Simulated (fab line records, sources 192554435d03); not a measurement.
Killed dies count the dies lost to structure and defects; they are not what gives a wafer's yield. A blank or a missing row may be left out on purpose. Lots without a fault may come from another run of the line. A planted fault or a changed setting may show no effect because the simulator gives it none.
Which tool did it?	flow n5 finfet	28 wafers from 10 lots sampled at 5 of the route's 1938 steps

## WHAT THE GAUGES SHOWED, per wafer
N5_BEOL_M4_RC_MEAS_101. Usual: DIBL_N 36.2 mV/V, standard deviation 1.6; DIBL_P 36.1 mV/V, standard deviation 2; IOFF_N 0.16 nA/um, standard deviation 0.032; IOFF_P 0.22 nA/um, standard deviation 0.036; ION_N 672 uA/um, standard deviation 11; ION_P 463 uA/um, standard deviation 7.5; SS_N 71.4 mV/dec, standard deviation 0.58; SS_P 73.2 mV/dec, standard deviation 0.67; VT_N 250 mV, standard deviation 3.3; VT_P -250 mV, standard deviation 3.3.
lot	measured	on	DIBL_N (mV/V)	DIBL_P (mV/V)	IOFF_N (nA/um)	IOFF_P (nA/um)	ION_N (uA/um)	ION_P (uA/um)	SS_N (mV/dec)	SS_P (mV/dec)	VT_N (mV)	VT_P (mV)	flag
L970	day 8 04:59	prober-02	36.6 37.2 34.5	37.3 38.7 35.6	0.13 0.17 0.12	0.17 0.19 0.15	652 679 660	446 456 444	71.1 72.3 70.7	72.5 74.0 72.3	254 247 255	-257 -251 -256	
L977	day 9 21:27	prober-02	34.3 33.2 35.8	33.8 33.0 37.2	0.13 0.12 0.16	0.17 0.15 0.22	659 648 670	452 440 458	71.4 70.8 71.2	72.2 72.7 73.9	255 257 249	-256 -258 -252	
L978	day 10 04:24	prober-01	35.6 35.2	36.0 35.4	0.17 0.16	0.24 0.24	685 667	471 466	71.0 70.4	73.0 73.9	245 250	-248 -245	
L981	day 10 22:03	prober-01	35.3 36.0	35.8 36.4	0.15 0.15	0.24 0.24	675 677	474 471	71.6 71.7	72.6 73.5	250 250	-246 -247	
L985	day 12 06:14	prober-02	35.3 41.1 36.6	35.2 40.7 37.4	0.15 0.29 0.17	0.20 0.29 0.23	676 699 674	465 466 466	71.4 73.2 71.1	73.8 74.8 73.8	248 240 247	-251 -247 -247	
L986	day 12 12:28	prober-02	34.2 33.3 36.3	33.8 32.6 36.6	0.13 0.13 0.17	0.18 0.17 0.23	647 657 665	455 459 457	70.6 70.6 72.2	72.7 72.4 73.4	253 251 248	-253 -251 -250	
L987	day 12 09:08	prober-02	34.6 35.1 36.8	34.6 35.6 38.2	0.12 0.13 0.15	0.18 0.19 0.23	661 667 679	458 461 470	71.6 71.1 72.1	72.5 72.6 73.9	254 254 251	-253 -250 -250	
L991	day 13 06:59	prober-02	33.0 38.4 35.4	30.8 38.8 34.2	0.11 0.20 0.13	0.15 0.27 0.19	649 676 670	449 463 463	71.1 71.9 71.2	72.6 74.0 72.6	257 248 251	-254 -244 -249	
L992	day 14 11:01	prober-02	33.9 35.4 34.7	34.4 37.0 36.1	0.12 0.14 0.13	0.17 0.20 0.19	661 679 669	464 466 466	70.6 70.3 70.5	71.7 72.9 72.2	254 253 254	-253 -249 -252	
L993	day 15 03:51	prober-02	38.7 36.5 34.7	39.5 37.2 35.7	0.20 0.16 0.13	0.25 0.22 0.20	694 679 661	469 470 465	72.4 72.2 71.4	73.6 73.4 72.2	244 250 252	-246 -247 -252	

## TOOL THAT RAN EACH LOT (tool first, then ch and the chambers of the sampled wafers, then the start)
lot	N5_HKMG_FIN_STRIP_19	N5_HKMG_FIN_STRIP_90	N5_HKMG_FIN_ALD_21	N5_HKMG_FIN_CMP_23
L970	plasma asher-02 ch 0,1, day 4 04:23	rie diel-01 ch 0,1,3, day 4 06:14	ald metal-01 ch 0,2, day 4 06:55	cmp-02 ch 1,3, day 4 07:32
L977	plasma asher-01 ch 0,1, day 6 00:32	rie diel-06 ch 0,1, day 6 02:49	ald metal-01 ch 0,2, day 6 03:30	cmp-03 ch 0,1,3, day 6 04:13
L978	plasma asher-02 ch 0, day 6 06:04	rie diel-06 ch 0, day 6 07:55	ald metal-01 ch 1,2, day 6 08:37	cmp-01 ch 0,2, day 6 09:23
L981	plasma asher-02 ch 0,1, day 6 23:37	rie diel-01 ch 3, day 7 01:30	ald metal-01 ch 0,2, day 7 02:11	cmp-02 ch 2,3, day 7 02:44
L985	plasma asher-02 ch 0,1, day 8 00:02	rie diel-01 ch 0,1,3, day 8 02:00	ald metal-04 ch 2,3, day 8 02:41	cmp-01 ch 0,1,3, day 8 03:13
L986	plasma asher-01 ch 0,1, day 8 11:19	rie diel-01 ch 1,2,3, day 8 13:11	ald metal-04 ch 0,2,3, day 8 13:54	cmp-03 ch 0,1,3, day 8 14:26
L987	plasma asher-01 ch 0,1, day 8 12:22	rie diel-02 ch 0,1,3, day 8 14:13	ald metal-04 ch 0,2,3, day 8 14:54	cmp-02 ch 1,2,3, day 8 15:31
L991	plasma asher-02 ch 0,1, day 9 12:40	rie diel-02 ch 0,2,3, day 9 14:38	ald metal-04 ch 0,2,3, day 9 15:22	cmp-01 ch 0,2,3, day 9 15:55
L992	plasma asher-02 ch 0,1, day 9 19:23	rie diel-02 ch 0,2,3, day 9 21:21	ald metal-02 ch 1,3, day 9 22:20	cmp-02 ch 0,1, day 9 22:52
L993	plasma asher-02 ch 0,1, day 10 01:07	rie diel-01 ch 0,2,3, day 10 03:09	ald metal-02 ch 0,3, day 10 03:50	cmp-02 ch 2,3, day 10 04:26
- N5_HKMG_FIN_STRIP_19: strips in N2/H2, time 360 s.
- N5_HKMG_FIN_STRIP_90: strips SOC in N2/H2, time 20 s.
- N5_HKMG_FIN_ALD_21: deposits TiN, target thk 1.5 nm, pulse time 1 s, purge time 3 s.
- N5_HKMG_FIN_CMP_23: polishes, stops on SiNx, t overpolish 10 s, target thk 46.326 nm.

## WHAT THE TOOLS THEMSELVES READ (means of the sampled wafers that have a number; where no wafer has one, the mark that the record gives instead)
N5_HKMG_FIN_STRIP_19. Usual: drypump motor current A 5.9 A, standard deviation 0.55; heater power w 485 W, standard deviation 51.
lot	tool	drypump motor current A (A)	heater power w (W)	flag
L970	plasma asher-02	6.3	468	
L977	plasma asher-01	5.6	451	
L978	plasma asher-02	5.8	540	
L981	plasma asher-02	6.2	491	
L985	plasma asher-02	6.3	487	
L986	plasma asher-01	5.6	458	
L987	plasma asher-01	5.6	452	
L991	plasma asher-02	6.3	475	
L992	plasma asher-02	6.1	502	
L993	plasma asher-02	6.3	478	

N5_HKMG_FIN_STRIP_90. Usual: bias power w 7.999 W, standard deviation 0.024; drypump motor current A 5.8 A, standard deviation 0.54; oes product au 0.79 a.u., standard deviation 0.11; rf vpp V 54.2 V, standard deviation 0.84; showerhead plenum p Torr 3.30 Torr, standard deviation 0.1; throttle valve pct 19.08 %, standard deviation 0.27.
lot	tool	bias power w (W)	drypump motor current A (A)	oes product au (a.u.)	rf vpp V (V)	showerhead plenum p Torr (Torr)	throttle valve pct (%)	flag
L970	rie diel-01	8.007	6.3	0.74	54.8	3.34	19.14	
L977	rie diel-06	8.001	5.4	0.74	52.6	3.25	19.31	
L978	rie diel-06	8.034	5.6	0.70	53.6	3.18	19.61	
L981	rie diel-01	8.021	6.1	0.97	54.5	3.31	18.79	
L985	rie diel-01	7.990	6.3	0.90	54.6	3.32	18.91	
L986	rie diel-01	8.037	6.0	0.96	54.6	3.30	18.84	
L987	rie diel-02	8.007	5.9	0.70	53.8	3.20	19.25	
L991	rie diel-02	8.006	5.9	0.78	54.4	3.33	19.22	
L992	rie diel-02	8.002	5.9	0.78	54.8	3.33	19.23	
L993	rie diel-01	7.982	5.7	0.87	53.9	3.31	18.85	

N5_HKMG_FIN_ALD_21. Usual: heater power w 897 W, standard deviation 120; precursor pulse height rel 0.998, standard deviation 0.02.
lot	tool	heater power w (W)	precursor pulse height rel	flag
L970	ald metal-01	862	1.001	
L977	ald metal-01	804	0.991	
L978	ald metal-01	746	0.974	
L981	ald metal-01	848	1.020	
L985	ald metal-04	791	0.988	
L986	ald metal-04	790	0.992	
L987	ald metal-04	795	0.985	
L991	ald metal-04	800	0.998	
L992	ald metal-02	1107	0.983	
L993	ald metal-02	954	1.003	

N5_HKMG_FIN_CMP_23. Usual: motor current A 11.8 A, standard deviation 0.95; pad life wafers 980, standard deviation 640; slurry flow ml min 150.1, standard deviation 0.46.
lot	tool	motor current A (A)	pad life wafers	slurry flow ml min	flag
L970	cmp-02	11.2	1520	150.4	
L977	cmp-03	11.4	632	149.6	
L978	cmp-01	12.1	1383	149.9	
L981	cmp-02	11.8	2010	149.8	
L985	cmp-01	12.3	1706	150.0	
L986	cmp-03	11.4	1076	149.9	
L987	cmp-02	11.6	164	150.0	
L991	cmp-01	11.8	2012	150.2	
L992	cmp-02	11.6	396	150.2	
L993	cmp-02	11.5	439	150.1	

## THE ANSWER, worked out from the rows above alone
Rule: take the mean of a lot's wafers that have a number; if it is more than 3 standard deviations from the usual mean, the lot is off. Also off: a lot with no number at a reading for which 4 or more lots have one. Where the step has rows for the other lots, those lots are counted as sound. Order of review: gauges by route order, followed by the tools' own readings, for which a lot's mean as printed above is used. At the first step where some lot is off, the reading lying furthest off is the one used; lots without a number count as furthest.
No lot is off on any of the readings shown, so nothing can be concluded from this.

## WHAT WAS PUT IN BY THE SIMULATOR
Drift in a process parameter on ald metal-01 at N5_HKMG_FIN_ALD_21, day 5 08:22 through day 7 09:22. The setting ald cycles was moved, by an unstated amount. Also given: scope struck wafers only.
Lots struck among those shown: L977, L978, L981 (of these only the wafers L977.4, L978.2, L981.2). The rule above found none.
